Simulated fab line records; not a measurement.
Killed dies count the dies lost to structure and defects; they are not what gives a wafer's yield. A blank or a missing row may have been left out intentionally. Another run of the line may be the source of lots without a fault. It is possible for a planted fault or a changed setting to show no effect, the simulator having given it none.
Which tool is to blame? || flow nand_harc || 12 lots with 36 wafers sampled at 5 steps, on a route of 1302 steps

## WHAT THE GAUGES READ, wafer by wafer
NHARC_A_CONTACT_CD_MEAS_08: target cd 200 nm.
{"lot": "L075", "measured": "day 23 08:05", "on": "cd_sem-02", "cd_nm (nm)": "199.6 200.4 200.5"}
{"lot": "L076", "measured": "day 23 12:11", "on": "cd_sem-01", "cd_nm (nm)": "199.5 199.6 199.4"}
{"lot": "L078", "measured": "day 24 01:59", "on": "cd_sem-01", "cd_nm (nm)": "199.7 199.8 199.9"}
{"lot": "L081", "measured": "day 25 09:37", "on": "cd_sem-03", "cd_nm (nm)": "200.9 200.3 200.7"}
{"lot": "L082", "measured": "day 26 03:52", "on": "cd_sem-01", "cd_nm (nm)": "200.2 200.7 200.3"}
{"lot": "L086", "measured": "day 27 06:20", "on": "cd_sem-01", "cd_nm (nm)": "199.1 200.1 200.1"}
{"lot": "L089", "measured": "day 28 23:55", "on": "cd_sem-02", "cd_nm (nm)": "199.9 200.3 200.3"}
{"lot": "L090", "measured": "day 29 05:25", "on": "cd_sem-03", "cd_nm (nm)": "199.5 199.3 199.5"}
{"lot": "L088", "measured": "day 29 07:02", "on": "cd_sem-03", "cd_nm (nm)": "200.5 200.1 200.4"}
{"lot": "L092", "measured": "day 30 14:29", "on": "cd_sem-02", "cd_nm (nm)": "199.8 199.0 199.8"}
{"lot": "L095", "measured": "day 32 04:35", "on": "cd_sem-02", "cd_nm (nm)": "200.2 200.6 200.6"}
{"lot": "L096", "measured": "day 32 10:59", "on": "cd_sem-01", "cd_nm (nm)": "200.2 199.8 199.5"}

## WHICH TOOL RAN EACH LOT (tool, then ch and the chambers of the sampled wafers, then the start)
{"lot": "L075", "NHARC_A_CONTACT_ETCH_102": "rie_diel-06 ch 0,1, day 22 13:02", "NHARC_A_CONTACT_DEP_57": "acl_dep-02 ch 0, day 22 15:38", "NHARC_A_CONTACT_ETCH_78": "rie_diel-04 ch 0,1, day 22 22:41 or earlier", "NHARC_A_CONTACT_ETCH_132": "har_cap_etch-01 ch 0,1, day 22 22:41"}
{"lot": "L076", "NHARC_A_CONTACT_ETCH_102": "rie_diel-04 ch 0,1,2, day 22 19:23", "NHARC_A_CONTACT_DEP_57": "acl_dep-02 ch 0, day 22 23:16", "NHARC_A_CONTACT_ETCH_78": "rie_diel-06 ch 0,1,3, day 23 05:53 or earlier", "NHARC_A_CONTACT_ETCH_132": "har_cap_etch-02 ch 0,1, day 23 05:53"}
{"lot": "L078", "NHARC_A_CONTACT_ETCH_102": "rie_diel-06 ch 1,2,3, day 23 12:55", "NHARC_A_CONTACT_DEP_57": "acl_dep-02 ch 0, day 23 14:14", "NHARC_A_CONTACT_ETCH_78": "rie_diel-13 ch 0,1,2, day 23 21:25 or earlier", "NHARC_A_CONTACT_ETCH_132": "har_cap_etch-01 ch 0,1, day 23 21:25"}
{"lot": "L081", "NHARC_A_CONTACT_ETCH_102": "rie_diel-04 ch 1,3, day 24 08:23", "NHARC_A_CONTACT_DEP_57": "acl_dep-03 ch 0, day 24 12:59", "NHARC_A_CONTACT_ETCH_78": "rie_diel-06 ch 1,2,3, day 25 02:46 or earlier", "NHARC_A_CONTACT_ETCH_132": "har_cap_etch-01 ch 0,1, day 25 02:46"}
{"lot": "L082", "NHARC_A_CONTACT_ETCH_102": "rie_diel-04 ch 0,1,3, day 25 14:01", "NHARC_A_CONTACT_DEP_57": "acl_dep-01 ch 0, day 25 16:19", "NHARC_A_CONTACT_ETCH_78": "rie_diel-04 ch 0,3, day 25 23:25 or earlier", "NHARC_A_CONTACT_ETCH_132": "har_cap_etch-03 ch 0,1, day 25 23:25"}
{"lot": "L086", "NHARC_A_CONTACT_ETCH_102": "rie_diel-06 ch 1,3, day 26 17:25", "NHARC_A_CONTACT_DEP_57": "acl_dep-03 ch 0, day 26 19:08", "NHARC_A_CONTACT_ETCH_78": "rie_diel-04 ch 1,3, day 27 01:08 or earlier", "NHARC_A_CONTACT_ETCH_132": "har_cap_etch-01 ch 0,1, day 27 01:08"}
{"lot": "L089", "NHARC_A_CONTACT_ETCH_102": "rie_diel-04 ch 0,1, day 28 10:06", "NHARC_A_CONTACT_DEP_57": "acl_dep-02 ch 0, day 28 10:48", "NHARC_A_CONTACT_ETCH_78": "rie_diel-04 ch 0,1,2, day 28 17:56 or earlier", "NHARC_A_CONTACT_ETCH_132": "har_cap_etch-02 ch 0,1, day 28 17:56"}
{"lot": "L090", "NHARC_A_CONTACT_ETCH_102": "rie_diel-04 ch 0,1,3, day 28 11:04", "NHARC_A_CONTACT_DEP_57": "acl_dep-02 ch 0, day 28 14:31", "NHARC_A_CONTACT_ETCH_78": "rie_diel-04 ch 0,1,2, day 28 21:08 or earlier", "NHARC_A_CONTACT_ETCH_132": "har_cap_etch-01 ch 1, day 28 21:08"}
{"lot": "L088", "NHARC_A_CONTACT_ETCH_102": "rie_diel-04 ch 0,2,3, day 28 13:38", "NHARC_A_CONTACT_DEP_57": "acl_dep-01 ch 0, day 28 16:07", "NHARC_A_CONTACT_ETCH_78": "rie_diel-13 ch 0,3, day 28 23:26 or earlier", "NHARC_A_CONTACT_ETCH_132": "har_cap_etch-03 ch 0,1, day 28 23:26"}
{"lot": "L092", "NHARC_A_CONTACT_ETCH_102": "rie_diel-04 ch 2,3, day 30 00:41", "NHARC_A_CONTACT_DEP_57": "acl_dep-02 ch 0, day 30 04:03", "NHARC_A_CONTACT_ETCH_78": "rie_diel-04 ch 0,3, day 30 09:31 or earlier", "NHARC_A_CONTACT_ETCH_132": "har_cap_etch-03 ch 0,1, day 30 09:31"}
{"lot": "L095", "NHARC_A_CONTACT_ETCH_102": "rie_diel-04 ch 1,2,3, day 31 12:18", "NHARC_A_CONTACT_DEP_57": "acl_dep-03 ch 0, day 31 15:15", "NHARC_A_CONTACT_ETCH_78": "rie_diel-13 ch 0,3, day 31 21:46 or earlier", "NHARC_A_CONTACT_ETCH_132": "har_cap_etch-02 ch 0,1, day 31 21:46"}
{"lot": "L096", "NHARC_A_CONTACT_ETCH_102": "rie_diel-04 ch 0,2,3, day 31 17:45", "NHARC_A_CONTACT_DEP_57": "acl_dep-02 ch 0, day 31 23:35", "NHARC_A_CONTACT_ETCH_78": "rie_diel-04 ch 0,2,3, day 32 06:26 or earlier", "NHARC_A_CONTACT_ETCH_132": "har_cap_etch-02 ch 0, day 32 06:26"}
- NHARC_A_CONTACT_ETCH_102: etches the open film in CF4/O2, target depth 100 nm, overetch 10 nm, time 55 s.
- NHARC_A_CONTACT_DEP_57: deposits aC, target thk 5300 nm.
- NHARC_A_CONTACT_ETCH_78: etches the open film in O2/COS, target depth 5300 nm, time 1378 s.
- NHARC_A_CONTACT_ETCH_132: etches the open film in C4F8/O2/Ar, time 197 s, target depth 1924 nm.

## THE ANSWER, worked out from the rows above alone
Rule: the usual values come from the lots themselves. The widest of any qualifying gaps counts: lots, ordered by their means at a reading, are off when they make up no more than a third of the lots, leave a main group of 4 or more, and stand apart from it by 3 or more times the standard deviation of that group's means. Not used: any main group whose means are identical at the precision the tables above print for the reading. Also off: a lot with no number at a reading for which 4 or more lots have one. Where the step has rows for the other lots, those lots are counted as sound.
None of the lots is off at any reading shown; this tells nothing.

## WHAT THE SIMULATOR PUT IN
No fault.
